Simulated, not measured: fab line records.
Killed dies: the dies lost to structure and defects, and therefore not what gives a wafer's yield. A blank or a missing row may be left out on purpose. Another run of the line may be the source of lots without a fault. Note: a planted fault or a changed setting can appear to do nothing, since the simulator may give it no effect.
Chamber matching	flow n5 finfet	pecvd-03 running N5_BEOL_M4_DEP_57: 3 sister chambers
The step deposits SiCN from 3MS/NH3, target thk 8 nm, time 14 s. 3 wafers are shown with their chamber, then 10 later ones without.

EACH WAFER AND ITS CHAMBER
wafer	chamber	showerhead plenum p Torr (Torr)
L087.4	0	3.693
L094.1	2	3.641
L094.2	1	3.669

WAFERS WITHOUT THEIR CHAMBER
wafer	showerhead plenum p Torr (Torr)
L094.4	3.668
L093.1	3.640
L093.2	3.689
L093.4	3.694
L095.2	3.645
L095.3	3.695
L095.4	3.675
L096.3	3.641
L096.5	3.635
L096.6	3.671

WHICH CHAMBER EACH ONE RAN IN
wafer	from the rows above	in truth
L094.4	1	1
L093.1	2	2
L093.2	0	0
L093.4	0	0
L095.2	2	2
L095.3	0	0
L095.4	1	1
L096.3	2	2
L096.5	2	2
L096.6	1	1
10 of 10 placed correctly. Can't be placed from these rows: 0. Placed wrongly: 0.
How it was worked out, from the rows above alone: a wafer's distance from a chamber is the root of the sum, over the readings, of the square of ((its reading less the chamber's mean) divided by the reading's scatter). The wafer belongs to the nearest chamber; if the next one is less than 2 further off, it can't be placed. The mean given for a chamber averages the wafers shown for that chamber. The scatter: root of mean squared gap, hidden wafer to nearest shown wafer, with one shown wafer a chamber.
